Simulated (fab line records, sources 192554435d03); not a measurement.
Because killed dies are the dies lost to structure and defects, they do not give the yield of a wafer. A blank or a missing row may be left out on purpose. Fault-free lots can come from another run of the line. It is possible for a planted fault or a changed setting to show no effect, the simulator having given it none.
fab line records | flow n5Finfet
record lots=4 wafers=11 lastDay=19
route steps=1938 shown SD_EPI_N@280 SD_EPI_P@295 BEOL_M4@1111 PASSIVATION@1936
lots untouched by any fault: they come from a run of this same line in which no faults occurred
startH: hours from the record's opening day to when the first of the lot's shown wafers began | waitH: how many hours have passed since the lot's step before this one | " as in the row above | L1.1+2: one row covering several wafers at once | - either no value or no given start | * or withheld: withheld | < > ~ a bound
route shown NAME@n: a module of which the file shows steps, and the number in the route of the first | usual: average and standard deviation across the fault-free wafers | same: alike in all rows | chamber/n: place in a boat | sites: per-site readings | _std_site: standard deviation of those values | _edge_site: outer sites' mean less inner sites' | radiusMm: for every site, how far away it sits from the centre of the wafer | mask NAME#n: copy n | behind: the last tool/chamber to shape the wafer | hold: why the lot was held/for how many hours/how that ended | device: the n, p or np transistor that did not switch | end of line: the same wafers' tests at the end of the route | a step given without rows: its recipe and nothing more | killed: dies that structure and defects cost at the first sort, which is not the same as the wafer's yield | map: the dies of a wafer, with x for killed, . for not killed, _ for no die there
set.NAME: the run value of the setting; set.NAME@STEP: its run value at that earlier step | model.NAME: the simulator's own value behind a step, which no gauge read
lots at some steps of the route; a table a step, a row a wafer
services: when a tool's chamber went out of use (startH, in hours from the record's first day, below 0 if earlier), for how many hours, and the reason
## steps
# step N5_SD_EPI_N_STRIP_47
# recipe chemistry=CHF3/O2 resist=SiARC rfFrequencyHz=6e+07
# step N5_SD_EPI_N_SD_RECESS_17
# recipe chemistry=HBr/Cl2/O2 targetDepthA=410 maskMaterial=SOC timeS=23.7 btTimeS=3 pressureMtorr=10 icpW=800 biasW=112 HBr_flow_sccm=150 Cl2_flow_sccm=80 O2_flow_sccm=12
# step N5_SD_EPI_N_STRIP_38
# recipe chemistry=N2/H2 powerW=1000 tempC=250 h2Frac=0.65 overashFraction=0.3 pressureMtorr=withheld n2FlowSccm=1750 h2FlowSccm=3250
# step N5_SD_EPI_N_WET_ETCH_43
# recipe chemistry=dHF dilution=withheld timeS=14 target=SiO2 targetDepthA=15 tempC=25
# step N5_SD_EPI_N_STRIP_18
# recipe chemistry=SPM timeS=750 tempC=130 h2so4H2o2VolRatio=4
# step N5_SD_EPI_N_SRD_20
# recipe dry=ipaMarangoni doPpb=5 timeS=30 tempC=23 rinseLiquid=diw
# step N5_SD_EPI_N_PRECLEAN_48
# recipe chemistry=NF3:NH3 afsCycles=2 tempC=30 timeS=20 sublimationTempC=180 sublimationTimeS=60 pressureTorr=3 rfPowerW=30
# step N5_SD_EPI_N_VAPOR_ETCH_50
# recipe chemistry=HCl target=Si tempC=775 timeS=54 pressureTorr=20 mode=isotropic
# step N5_SD_EPI_N_EPI_21
# recipe material=Si:P dopant=P tempC=680 pressureTorr=255 timeS=690
# step N5_SD_EPI_N_PRECLEAN_24
# recipe chemistry=O3/DIW timeS=60 tempC=22 o3Ppm=10
# step N5_SD_EPI_N_SRD_25
# recipe timeS=30 tempC=23 rinseLiquid=diw dry=ipaMarangoni
# step N5_SD_EPI_N_PRECLEAN_49
# recipe chemistry=NF3:NH3 afsCycles=1 tempC=30 timeS=20 sublimationTempC=180 sublimationTimeS=60 pressureTorr=3 rfPowerW=30
# columns lot.wafer tool chamber startH waitH
L891.1+3+4 remotePlasma-02 1 63.20 0.0
L895.1+3+6 remotePlasma-02 0 91.86 0.0
L896.3+4+5 remotePlasma-02 1 99.31 0.1
L906.2+3 remotePlasma-01 1 154.53 0.1
# step N5_SD_EPI_N_LINER_46
# recipe material=SiNx targetThkA=30 tempC=400 aldPrecursorFamily=SiH2I2 aldCoReactant=N2/H2-plasma pressureTorr=2
# step N5_SD_EPI_N_INSPECT_26
# recipe inspectInstrument=darkfield mode=postEpi
# usual rawDefectCount=210/49
# columns lot.wafer tool chamber startH waitH rawDefectCount
L891.1 defectInspect-01 - 64.01 0.1 189
L891.3 " - " " 206
L891.4 " - " " 224
L895.1 defectInspect-02 - 92.54 0.1 833
L895.3 " - " " 791
L895.6 " - " " 804
L896.3 defectInspect-01 - 100.71 0.1 801
L896.4 " - " " 782
L896.5 " - " " 771
L906.2 defectInspect-01 - 154.95 0.1 176
L906.3 " - " " 219
# step N5_SD_EPI_P_COAT_34
# recipe resist=SOC tempC=250 timeS=60 spinRpm=1500 resistThkNm=350
# step N5_SD_EPI_P_COAT_35
# recipe resist=SiARC tempC=220 timeS=60 spinRpm=1500 resistThkNm=35
# step N5_SD_EPI_P_COAT_03
# recipe resist=CAR-ArF-block spinRpm=1500 resistThkNm=150
# step N5_SD_EPI_P_EBR_05
# recipe solvent=PGMEA ebrWidthMm=1.5
# step N5_SD_EPI_P_SOFTBAKE_04
# recipe tempC=110 timeS=60 resist=CAR-ArF-block
# step N5_SD_EPI_P_EXPOSE_06
# recipe maskId=SD_P_BLK na=1.35 sourceShape=conventional sigmaOuter=0.8 polarization=unpolarized targetCdNm=240 doseMj=39.5
# step N5_SD_EPI_P_PEB_07
# recipe pebTempC=110 pebTimeS=60 resist=CAR-ArF-block
# step N5_SD_EPI_P_DEVELOP_08
# recipe developTimeS=30 developer=TMAH resist=CAR-ArF-block devTempC=23 rinseLiquid=diw dry=airSpin
# step N5_SD_EPI_P_INSPECT_11
# recipe mode=adi inspectInstrument=macro
# usual rawDefectCount=2.3/1.6
# columns lot.wafer tool chamber startH waitH rawDefectCount
L891.1 defectInspect-02 - 64.33 0.0 3
L891.3 " - " " 0
L891.4 " - " " 1
L895.1 defectInspect-01 - 92.99 0.0 >300
L895.3 " - " " >300
L895.6 " - " " >300
L896.3 defectInspect-01 - 101.04 0.0 >300
L896.4 " - " " >300
L896.5 " - " " >300
L906.2 defectInspect-01 - 155.41 0.0 1
L906.3 " - " " 3
# step N5_SD_EPI_P_DESCUM_14
# recipe chemistry=O2 timeS=7.9 sourcePowerW=50 biasPowerW=20 pressureMtorr=20 rfFrequencyHz=2.712e+07 tempC=40 resist=CAR-ArF-block o2FlowSccm=225
# step N5_SD_EPI_P_ETCH_36
# recipe chemistry=CF4 target=SiARC targetDepthA=455 maskMaterial=CAR-ArF-block timeS=75.8 ionEnergyEv=80 pressureMtorr=40 sourceW=545 biasW=36 Ar_flow_sccm=100 cf4FlowSccm=100 ends=cleared
# step N5_SD_EPI_P_ETCH_37
# recipe chemistry=N2/H2 target=SOC overetchA=1080 maskMaterial=SiARC tempC=40 ionEnergyEv=100 sourceW=3000 biasW=133 pressureMtorr=20 timeS=486 n2FlowSccm=200 h2FlowSccm=200 ends=endPoint
# step N5_SD_EPI_P_STRIP_38
# recipe chemistry=N2/H2 tempC=40 n2FlowSccm=200 h2FlowSccm=200 rfFrequencyHz=6e+07
# step N5_SD_EPI_P_ETCHBACK_46
# recipe chemistry=CH3F/O2 mode=anisotropicEtchback target=SiNx targetDepthA=175 stopOn=SiO2 overEtchFrac=0.3 ionEnergyEv=120 pressureMtorr=30 sourceW=395 biasW=73 Ar_flow_sccm=150 CH3F_flow_sccm=30 O2_flow_sccm=20
# step N5_SD_EPI_P_ETCH_47
# recipe chemistry=CH3F/O2 target=SiOCN targetDepthA=250 maskMaterial=SOC ionEnergyEv=60 biasW=29 pressureMtorr=30 sourceW=410 Ar_flow_sccm=150 CH3F_flow_sccm=30 O2_flow_sccm=20
# step N5_SD_EPI_P_ETCH_16
# recipe chemistry=CHF3/O2 target=SiO2 targetDepthA=50 maskMaterial=SOC pressureMtorr=30 sourceW=650 biasW=170 Ar_flow_sccm=200 CHF3_flow_sccm=50 O2_flow_sccm=5 ionEnergyEv=200
# step N5_SD_EPI_P_STRIP_50
# recipe chemistry=CHF3/O2 resist=SiARC rfFrequencyHz=6e+07
# step N5_SD_EPI_P_SD_RECESS_17
# recipe chemistry=HBr/Cl2/O2 targetDepthA=391 btTimeS=3 pressureMtorr=10 icpW=800 biasW=112 HBr_flow_sccm=150 Cl2_flow_sccm=80 O2_flow_sccm=12
# step N5_SD_EPI_P_WET_ETCH_45
# recipe chemistry=dHF dilution=withheld timeS=10.7 target=SiO2 targetDepthA=20 tempC=25 dry=ipaMarangoni rinseTimeS=30 rinseTempC=23
# step N5_SD_EPI_P_STRIP_40
# recipe chemistry=N2/H2 powerW=1000 tempC=250 h2Frac=0.65 overashFraction=0.3 pressureMtorr=withheld n2FlowSccm=1750 h2FlowSccm=3250
# step N5_SD_EPI_P_PRECLEAN_52
# recipe chemistry=O3/DIW timeS=60 tempC=22 o3Ppm=10
# step N5_SD_EPI_P_SRD_20
# recipe dry=ipaMarangoni doPpb=5 timeS=30 tempC=23 rinseLiquid=diw
# step N5_SD_EPI_P_PRECLEAN_51
# recipe chemistry=NF3:NH3 afsCycles=1 tempC=30 timeS=20 sublimationTempC=180 sublimationTimeS=60 pressureTorr=3 rfPowerW=30
# step N5_SD_EPI_P_VAPOR_ETCH_44
# recipe chemistry=NF3/Ar target=SiGe30 tempC=25 timeS=3.3 mode=isotropic
# step N5_SD_EPI_P_EPI_21
# recipe material=SiGe:B dopant=B tempC=550 pressureTorr=20 ambient=H2 timeS=355
# step N5_SD_EPI_P_INSPECT_26
# recipe inspectInstrument=darkfield mode=postEpi
# usual rawDefectCount=177/42
# columns lot.wafer tool chamber startH waitH rawDefectCount
L891.1 defectInspect-02 - 68.17 0.0 127
L891.3 " - " " 91
L891.4 " - " " 129
L895.1 defectInspect-02 - 97.58 0.0 772
L895.3 " - " " 773
L895.6 " - " " 773
L896.3 defectInspect-01 - 105.09 0.0 767
L896.4 " - " " 727
L896.5 " - " " 755
L906.2 defectInspect-01 - 159.19 0.0 153
L906.3 " - " " 154
# step N5_BEOL_M4_RC_MEAS_101
# usual DIBL_N=37.7/2 DIBL_P=37.7/2.3 IOFF_N=0.18/0.039 IOFF_P=0.23/0.042 ION_N=681/12 ION_P=463/8 SS_N=71.9/0.68 SS_P=73.6/0.71 VT_N=248/3.2 VT_P=-249/3.1
# columns lot.wafer tool chamber startH waitH DIBL_N[mV/V] DIBL_P[mV/V] IOFF_N[nA/um] IOFF_P[nA/um] ION_N[uA/um] ION_P[uA/um] SS_N[mV/dec] SS_P[mV/dec] VT_N[mV] VT_P[mV]
L891.1 prober-02 0 264.92 0.0 37.5 35.6 0.14 0.20 668 467 72.1 73.1 252 -249
L891.3 " 0 " " 40.2 37.2 0.20 0.23 686 463 73.0 73.9 248 -249
L891.4 " 0 " " 40.6 40.5 0.21 0.28 684 467 72.9 74.7 243 -247
L896.3 prober-01 0 298.88 0.3 39.3 38.7 0.21 0.23 677 460 72.5 73.9 244 -252
L896.4 " 0 " " 37.5 38.0 0.18 0.21 678 464 72.2 73.0 248 -252
L896.5 " 0 " " 41.3 42.4 0.25 0.28 678 454 73.0 74.6 245 -249
L895.1 prober-01 0 305.30 0.0 38.7 38.8 0.22 0.23 690 462 72.8 74.3 246 -248
L895.3 " 0 " " 36.3 37.4 0.16 0.19 685 465 72.2 73.8 250 -249
L895.6 " 0 " " 36.6 38.5 0.18 0.22 701 473 72.0 73.5 244 -249
L906.2 prober-02 0 348.60 0.2 37.6 35.4 0.19 0.23 685 471 71.3 73.7 245 -247
L906.3 " 0 " " 37.2 36.4 0.17 0.23 674 463 71.4 73.9 248 -250
# step N5_PASSIVATION_PROBE_49
# usual defectLimitedYield=91.1/1.4 killed_at_M0_to_M3=34/9.6 killed_at_M4_up=15/5.3 killedAtContacts=12/6.1 killedAtFrontEnd=40/11 killedAtOther=3.5/2.8 killedDies=105/17 killedOnRim=14/4.3 killedOpen=70/12 killedShort=34/7.7 sort_bin_5_function=5.2/0.97 sort_bin_6_memory=3.4/0.62 sortNPass=1075/17 sortYieldPct=91.1/1.4
# same grossDies=1180 killedAtBackSide=0 sort_bin_4_leakage[%]=0 sort_bin_8_speed[%]=0
# columns lot.wafer tool chamber startH waitH defectLimitedYield[%] killed_at_M0_to_M3 killed_at_M4_up killedAtContacts killedAtFrontEnd killedAtOther killedDies killedOnRim killedOpen killedShort sort_bin_5_function[%] sort_bin_6_memory[%] sortNPass sortYieldPct[%]
L896.3 prober-02 - 407.94 0.1 81.8 45 13 11 141 5 215 10 56 34 10.5 5.0 965 81.8
L896.4 prober-02 - 407.99 0.2 81.5 47 10 2 158 1 218 18 54 34 11.1 4.4 962 81.5
L896.5 prober-02 - 408.04 0.2 83.0 37 9 8 143 4 201 13 57 19 10.4 4.3 979 83.0
L895.1 prober-01 - 412.19 0.0 80.4 51 7 28 142 3 231 33 78 38 11.9 4.4 949 80.4
L895.3 prober-01 - 412.29 0.1 81.2 36 12 13 155 6 222 29 84 34 11.0 5.4 958 81.2
L895.6 prober-01 - 412.44 0.3 79.2 42 29 9 164 2 246 32 86 45 12.9 5.0 934 79.2
L906.2 prober-02 - 449.90 0.1 91.6 21 13 7 55 3 99 12 74 25 4.6 3.5 1081 91.6
L906.3 prober-02 - 449.95 0.1 89.7 43 12 15 47 4 121 21 81 37 5.5 4.0 1059 89.7
# killed by level:class
L896.3 SD_EPI_N:unspecified=125 BEOL_M0_SAQP:geometricParticle:short=15 MOL_CONTACT_COAG:geometricParticle:open=9 BEOL_M0_SAQP:geometricParticle:open=8 BEOL_M1:geometricParticle:open=7 BEOL_M3:geometricParticle:open=6 STI_FIN_REVEAL:geometricParticle:open=4 BEOL_M1:geometricParticle:short=4
L896.4 SD_EPI_N:unspecified=130 BEOL_M2:geometricParticle:open=11 BEOL_M0_SAQP:geometricParticle:open=7 BEOL_M0_SAQP:geometricParticle:short=7 FIN_SAQP:geometricParticle:open=6 BEOL_M0:geometricParticle:open=6 FIN_SAQP:geometricParticle:short=5 BEOL_M1:geometricParticle:open=5
L896.5 SD_EPI_N:unspecified=123 BEOL_M3:geometricParticle:open=8 MOL_CONTACT_COAG:geometricParticle:open=7 BEOL_M0_SAQP:geometricParticle:open=7 BEOL_M1:geometricParticle:open=7 BEOL_M0_SAQP:geometricParticle:short=5 FIN_SAQP:geometricParticle:open=4 STI_FIN_REVEAL:geometricParticle:open=4
L895.1 SD_EPI_N:unspecified=103 MOL_CONTACT_COAG:geometricParticle:open=19 BEOL_M0_SAQP:geometricParticle:open=18 HKMG_FIN:areaEtch=12 MOL_CONTACT_COAG:geometricParticle:short=9 BEOL_M0_SAQP:geometricParticle:short=9 BEOL_M3:geometricParticle:open=6 FIN_SAQP:geometricParticle:open=5
L895.3 SD_EPI_N:unspecified=104 FIN_SAQP:geometricParticle:open=13 STI_FIN_REVEAL:geometricParticle:open=13 MOL_CONTACT_COAG:geometricParticle:open=13 BEOL_M0_SAQP:geometricParticle:open=13 BEOL_M0_SAQP:geometricParticle:short=10 FIN_SAQP:geometricParticle:short=6 BEOL_M4:geometricParticle:open=6
L895.6 SD_EPI_N:unspecified=110 BEOL_M4:geometricParticle:open=18 BEOL_M0_SAQP:geometricParticle:short=14 BEOL_M1:geometricParticle:open=11 STI_FIN_REVEAL:geometricParticle:open=10 BEOL_M0_SAQP:geometricParticle:open=10 FIN_SAQP:geometricParticle:open=7 GATE_CUT:geometricParticle:short=6
L906.2 STI_FIN_REVEAL:geometricParticle:open=18 FIN_SAQP:geometricParticle:open=16 MOL_CONTACT_COAG:geometricParticle:open=6 STARTING-WAFER:geometricParticle:short=6 FIN_SAQP:geometricParticle:short=5 BEOL_M0_SAQP:geometricParticle:short=5 STI_FIN_REVEAL:geometricParticle:short=4 DUMMY_GATE:geometricParticle:open=4
L906.3 BEOL_M0_SAQP:geometricParticle:open=16 MOL_CONTACT_COAG:geometricParticle:open=13 FIN_SAQP:geometricParticle:short=11 BEOL_M2:geometricParticle:open=9 STI_FIN_REVEAL:geometricParticle:open=8 FIN_SAQP:geometricParticle:open=7 BEOL_M0_SAQP:geometricParticle:short=7 BEOL_M3:geometricParticle:open=6
# map L895.6 (x killed, . not)
_________________.......x..x.________________
______________.x...x............_____________
___________....x...x...........x...__________
__________........x..............x.._________
________...........xx...x............._______
_______..........x........x....x.......______
______.x...........xx....x.......x......_____
_____.....x.....xx.x....x...............x____
____..x........................xx.........___
___...x........x.x........x.xx.x........x..__
___.x.x.............x.......x.......x....x.__
__...x....xx....x................x....x....._
__.x..x..x................x..xxx......x....._
_....xx.....x.x.x.....x.x..................xx
_.....x....x............x.................x..
_...x....................x...x...........x...
_...x..........x....................x........
_x.................x.................x...x.x.
_.x..........x.................x....x........
_.........x....x...x....................x....
_.......x........................x...........
__..............................x.....x.x..._
__......x......x................x........xxx_
___.x.........x....x...xx......x........x..__
___.x.......x.....xx...x...........x.x..x..__
____..x.......xxxxxxxxx.....x...x.........___
_____.........x.xxxxxxxxx.............x..____
______...x.x.xxxxxxxxxxxx.xx..x........._____
_______.....xxx.xxxxxxxxxxxx........x..______
________.x.xxxxxxxxxxxxxxx.x..x......._______
__________.x.xxxxxxxxxxxxx.xx.....x._________
___________.x.xxxxxxxxxxxxxx...x...__________
______________xxxxxxxxxxx.xx..x._____________
_________________xxxxxxxxx...________________
# map L896.4 (x killed, . not)
_________________.........x..________________
______________xx....x..........._____________
___________...x.............x......__________
__________.x..................x....._________
________..x......x.....x.........x..x._______
_______..x..............x.x....x.......______
______......................x..........._____
_____.........x.......x...........x......____
____.................x.xxx.....xx.........___
___...............x.xxxxx.xxx.x..........x.__
___.....x....x..x..xxxxxxxxxx.xx.x.........__
__.........x.....xxxxxxxxxxxxxxx........x..x_
__....x............xxxxxxxxxxxxxxx...x......_
_x.............x.xxxxxxxxxxxxxxx.............
_.................xxxxxxxxxxx.xxx............
_...........x..x.xxxxxxxxxxxxxx.x............
_..x..x..........x.x.xxxxxxxxxx.........x....
_......x............xxxxxxx..x...............
_...x..........x......xxxxxx.x...............
_x....x........x..x..x..x.xx...........x....x
_.............x..........x..............x.x..
__..x.xx.........x......x..........x...x...x_
__.........................................._
___......xx......................x..x..x...__
___....x.....x.........x.....x..x..........__
____.....x..........xx.........x..........___
_____.........x...........x...x......x...____
______.....................x............_____
_______..........x.....................______
________............................x._______
__________x.............x..........._________
___________.......................x__________
______________...x.............._____________
_________________...x........________________
## services
# columns tool chamber startH hours kind
remotePlasma-02 - 129.75 0.7 repair
## key
firstSign step=N5_SD_EPI_N_INSPECT_26 reading=rawDefectCount direction=up sigmas=12 usual=210 struck=797
effect step=N5_SD_EPI_P_INSPECT_11 reading=rawDefectCount direction=up sigmas=99+ usual=2.3 struck=>300
effect step=N5_SD_EPI_P_INSPECT_26 reading=rawDefectCount direction=up sigmas=14 usual=177 struck=761
effect step=N5_PASSIVATION_PROBE_49 reading=killedAtFrontEnd direction=up sigmas=10 usual=40 struck=150
moreKillsBornAt N5_SD_EPI_N_PRECLEAN_49@remotePlasma-02=695
metAt N5_SD_EPI_N_PRECLEAN_49
struckWafers L895.1,L895.3,L895.6,L896.3,L896.4,L896.5
baselineLoss step=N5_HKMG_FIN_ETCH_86 wafers=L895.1
onsetBetween 63.20 91.86
fault kind=chamberParticleSource tool=remotePlasma-02 chamber=- onsetH=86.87 steps=N5_SD_EPI_N_PRECLEAN_49 ratePerVisitCm2=0.86913 endH=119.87
# baselineLoss: these wafers lose ten dies or more at that step, a loss of the line's own and not of a fault; the sort's usual values leave them out
